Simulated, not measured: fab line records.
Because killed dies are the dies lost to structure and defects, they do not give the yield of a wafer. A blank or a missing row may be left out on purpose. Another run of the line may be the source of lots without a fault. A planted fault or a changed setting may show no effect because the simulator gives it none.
Chamber matching    flow nand harc    NHARC_A_WL_FILL_ALD_10 on ald hk-04 has 4 sister chambers
The step deposits SiO2, target thk 50 nm, pulse time 10 s, ald cycles 500. 8 wafers are shown with their chamber, then 9 later ones without.

## WAFERS WITH THEIR CHAMBER
wafer   chamber  heater power w (W)  precursor pulse height rel
L079.3  2        457                 1.013
L084.1  1        446                 0.999
L084.2  0        487                 0.993
L091.1  2        462                 1.015
L091.5  3        412                 0.983
L088.1  1        452                 1.006
L088.3  0        491                 0.992
L088.4  3        397                 1.013

## WAFERS WITH NO CHAMBER GIVEN
wafer   heater power w (W)  precursor pulse height rel
L092.2  478                 0.957
L092.4  415                 0.994
L092.5  416                 1.003
L094.1  470                 0.994
L094.3  413                 0.995
L094.5  412                 0.996
L095.1  407                 1.038
L095.4  468                 0.967
L095.6  465                 1.003

## THE CHAMBER EACH PASSED THROUGH
wafer   from the rows above           in truth
L092.2  0                             0
L092.4  3                             3
L092.5  3                             3
L094.1  can't be placed: 2 or 0 or 1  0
L094.3  3                             3
L094.5  3                             3
L095.1  3                             3
L095.4  can't be placed: 0 or 1 or 2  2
L095.6  can't be placed: 2 or 1       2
Correctly placed: 6 of 9. From these rows, 3 cannot be placed; in 3 the true chamber is one of the candidates. Wrongly placed: 0.
How it was worked out, from the rows above alone: a wafer's distance from a chamber is the root of the sum, over the readings, of the square of ((its reading less the chamber's mean) divided by the reading's scatter). If the next closest chamber is less than 2 further off than the closest, the wafer can't be placed; otherwise it belongs to the closest. For every chamber, the mean is computed from those of its wafers that are shown. The scatter: take each reading less its chamber's mean, square it, sum over the shown wafers, divide by the number of wafers less the number of chambers, and take the root.
